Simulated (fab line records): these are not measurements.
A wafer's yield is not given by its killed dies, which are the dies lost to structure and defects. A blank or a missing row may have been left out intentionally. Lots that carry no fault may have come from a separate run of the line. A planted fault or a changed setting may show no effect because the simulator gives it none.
What tool caused it?	flow nand-harc	Sampling: 11 lots, 33 wafers, 6 of 1159 route steps

## WHAT EACH GAUGE READ, for each wafer
NHARC_P_ZERO_WELL_CD_MEAS_37: the cd target is 720 nm.
lot	measured	on	cd-nm (nm)
L482	day 2 10:07	cd-sem-01	718.0 720.4 717.4
L483	day 2 16:08	cd-sem-03	725.7 721.7 722.1
L484	day 2 22:06	cd-sem-01	720.4 720.8 719.8
L485	day 3 04:08	cd-sem-03	724.3 719.5 722.0
L486	day 3 09:58	cd-sem-03	721.5 717.6 720.5
L492	day 4 21:51	cd-sem-03	702.9 700.0 704.6 702.9 700.3 704.9
L493	day 5 04:14	cd-sem-02	701.3 701.6 701.4 701.1 701.3 700.9
L498	day 6 10:01	cd-sem-03	720.7 721.8 719.2
L499	day 6 16:07	cd-sem-02	722.4 723.1 721.2
L500	day 6 22:16	cd-sem-03	723.7 723.2 719.3
L501	day 7 04:20	cd-sem-03	724.4 719.6 721.6

NHARC_P_STI_INSPECT_25.
lot	measured	on	raw-defect-count
L482	day 4 10:23	defect-inspect-01	169 168 168
L483	day 4 21:59	defect-inspect-02	257 234 263
L484	day 4 21:59	defect-inspect-01	167 248 306
L485	day 4 21:59	defect-inspect-02	148 154 149
L486	day 5 12:53	defect-inspect-01	294 158 193
L492	day 7 01:56	defect-inspect-02	187 241 454
L493	day 7 08:12	defect-inspect-02	122 136 182
L498	day 8 12:29	defect-inspect-02	176 166 322
L499	day 8 18:35	defect-inspect-01	285 186 206
L500	day 9 02:31	defect-inspect-01	223 264 297
L501	day 9 02:31	defect-inspect-02	299 256 325

NHARC_END_SORT_01.
lot	measured	on	killed-at-array	killed-at-other	killed-at-periphery	killed-dies	killed-open	killed-short
L492	day 22 15:57	prober-01	24	0	2	26	0	4

## TOOL THAT RAN EACH LOT (tool first, then ch and the chambers of the sampled wafers, then the start)
lot	NHARC_P_ZERO_WELL_ETCH_62	NHARC_P_ZERO_WELL_PEB_35	NHARC_P_STI_ETCH_31
L482	rie-diel-10 ch 0,1,2, day 2 10:02 or earlier	litho-track-05 ch 0, day 2 10:02	rie-diel-04 ch 1,2,3, day 4 10:23 or earlier
L483	rie-diel-08 ch 1,2,3, day 2 16:02 or earlier	litho-track-07 ch 0, day 2 16:02	rie-diel-04 ch 0,1, day 4 21:59 or earlier
L484	rie-diel-08 ch 0,3, day 2 22:01 or earlier	litho-track-05 ch 0, day 2 22:01	rie-diel-04 ch 2,3, day 4 21:59 or earlier
L485	rie-diel-08 ch 0,1,2, day 3 04:03 or earlier	litho-track-03 ch 0, day 3 04:03	rie-diel-04 ch 0,2,3, day 4 21:59 or earlier
L486	rie-diel-10 ch 0,1, day 3 09:53 or earlier	litho-track-05 ch 0, day 3 09:53	rie-diel-13 ch 0,1,2, day 5 12:53 or earlier
L492	rie-diel-10 ch 0,2,3, day 4 21:46 or earlier	litho-track-05 ch 0, day 4 21:46	rie-diel-13 ch 0,2,3, day 7 01:56 or earlier
L493	rie-diel-08 ch 1,2,3, day 5 04:09 or earlier	litho-track-05 ch 0, day 5 04:09	rie-diel-02 ch 1,2, day 7 08:12 or earlier
L498	rie-diel-10 ch 0,2,3, day 6 09:55 or earlier	litho-track-07 ch 0, day 6 09:55	rie-diel-13 ch 0,2,3, day 8 12:29 or earlier
L499	rie-diel-10 ch 0,2, day 6 16:01 or earlier	litho-track-03 ch 0, day 6 16:01	rie-diel-04 ch 0,1,3, day 8 18:35 or earlier
L500	rie-diel-10 ch 0,1,3, day 6 22:11 or earlier	litho-track-07 ch 0, day 6 22:11	rie-diel-02 ch 1,2,3, day 9 02:31 or earlier
L501	rie-diel-12 ch 0,1,2, day 7 04:15 or earlier	litho-track-03 ch 0, day 7 04:15	rie-diel-02 ch 0,2, day 9 02:31 or earlier
- NHARC_P_ZERO_WELL_ETCH_62: etches the open film in CHF3/Ar, target depth 13 nm, time 6.5 s.
- NHARC_P_ZERO_WELL_PEB_35: peb time 85 s.
- NHARC_P_STI_ETCH_31: etches the open film in CF4/CHF3, target depth 108.9 nm, time 54.5 s.

## AS READ BY THE TOOLS THEMSELVES (means over the sampled wafers that have a number; for cases with no such wafer, the mark the record gives instead)
NHARC_P_ZERO_WELL_ETCH_62.
lot	tool	drypump-motor-current-A (A)	oes-product-au (a.u.)	rf-vpp-V (V)	showerhead-plenum-p-Torr (Torr)	throttle-valve-pct (%)
L482	rie-diel-10	5.2	0.964	368.7	2.26	20.220
L483	rie-diel-08	5.8	0.983	373.3	2.46	20.218
L484	rie-diel-08	5.0	0.963	373.9	2.50	20.212
L485	rie-diel-08	5.6	0.967	373.5	2.45	20.217
L486	rie-diel-10	5.3	0.970	370.4	2.33	20.220
L492	rie-diel-10	5.4	0.968	368.3	2.24	20.209
L493	rie-diel-08	5.8	0.984	372.4	2.45	20.215
L498	rie-diel-10	5.4	0.971	368.2	2.24	20.222
L499	rie-diel-10	5.2	0.947	368.2	2.20	20.209
L500	rie-diel-10	5.6	0.976	369.9	2.31	20.216
L501	rie-diel-12	6.0	0.950	373.2	2.49	20.213

NHARC_P_ZERO_WELL_PEB_35.
lot	tool	heater-power-total-W (W)	plate-temp-C (C)
L482	litho-track-05	164.21	118.12
L483	litho-track-07	164.01	118.21
L484	litho-track-05	163.87	118.08
L485	litho-track-03	164.16	117.96
L486	litho-track-05	163.98	117.85
L492	litho-track-05	150.29	110.85
L493	litho-track-05	150.45	110.80
L498	litho-track-07	164.05	117.89
L499	litho-track-03	164.07	117.90
L500	litho-track-07	163.85	118.06
L501	litho-track-03	163.84	117.85

NHARC_P_STI_ETCH_31.
lot	tool	drypump-motor-current-A (A)	oes-product-au (a.u.)	rf-vpp-V (V)	showerhead-plenum-p-Torr (Torr)	throttle-valve-pct (%)
L482	rie-diel-04	5.6	0.975	372.5	1.63	16.801
L483	rie-diel-04	5.7	0.978	374.0	1.68	16.801
L484	rie-diel-04	5.3	0.922	371.7	1.60	16.794
L485	rie-diel-04	5.4	0.973	373.0	1.64	16.798
L486	rie-diel-13	5.7	0.963	370.6	1.59	16.795
L492	rie-diel-13	5.3	0.975	370.9	1.58	16.800
L493	rie-diel-02	6.0	0.987	373.9	1.67	16.802
L498	rie-diel-13	5.3	0.968	370.8	1.58	16.799
L499	rie-diel-04	5.6	0.972	372.3	1.63	16.804
L500	rie-diel-02	5.9	0.976	373.9	1.67	16.798
L501	rie-diel-02	5.5	0.982	372.5	1.64	16.805

## THE ANSWER, worked out from the rows above alone
Rule: the usual values come from the lots themselves. Put in order of their means at a reading, lots are off if they are a third of the lots or fewer, leave a main group of 4 or more, and stand apart from it by a gap of 3 or more times the standard deviation of the main group's means; of several such gaps the widest counts. A main group whose means are all the same, to the digits that the tables above print for the reading, isn't used. Also off: a lot with no number at a reading for which 4 or more lots have one. The other lots that the step has rows for count as sound. The gauges are gone through in route order, then the tools' own readings, and for those a lot's mean is taken as printed above. The first step at which some lot is off is used, and at that step the reading that is off furthest; a lot without a number counts as furthest.
Off: L492, L493, at NHARC_P_ZERO_WELL_CD_MEAS_37 (cd-nm). The main group has a mean of 721.2 nm with a standard deviation of 1.3.
If a tool, at a process step before that reading, ran all the lots that are off and no sound lot after the first of them, it fits. The gauges at NHARC_P_ZERO_WELL_CD_MEAS_37 aren't tried: what is off there is off at NHARC_P_ZERO_WELL_PEB_35 too, on other tools, and a gauge's error can't cause that. Because NHARC_P_ZERO_WELL_ETCH_62 lacks a start for some lots, the hours and order of its lots are taken from NHARC_P_ZERO_WELL_PEB_35. One fits: NHARC_P_ZERO_WELL_PEB_35 on litho-track-05. A fault onset in the window from L486 (day 3 09:53, its last sound lot) to L492 (day 4 21:46, its first lot off) fits.
The tool's own readings at NHARC_P_ZERO_WELL_PEB_35 bear it out: on the lots that are off they differ by more than 5 times the standard deviation of the sound lots' means. heater-power-total-W reads 150.37 W there against 164.00 W on the sound lots; plate-temp-C reads 110.82 C there against 117.99 C on the sound lots.

## WHAT THE SIMULATOR PUT IN
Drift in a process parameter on litho-track-05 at NHARC_P_ZERO_WELL_PEB_35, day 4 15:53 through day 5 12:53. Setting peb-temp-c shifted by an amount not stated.
Struck lots among those shown: L492, L493. The rule given above showed the same thing.
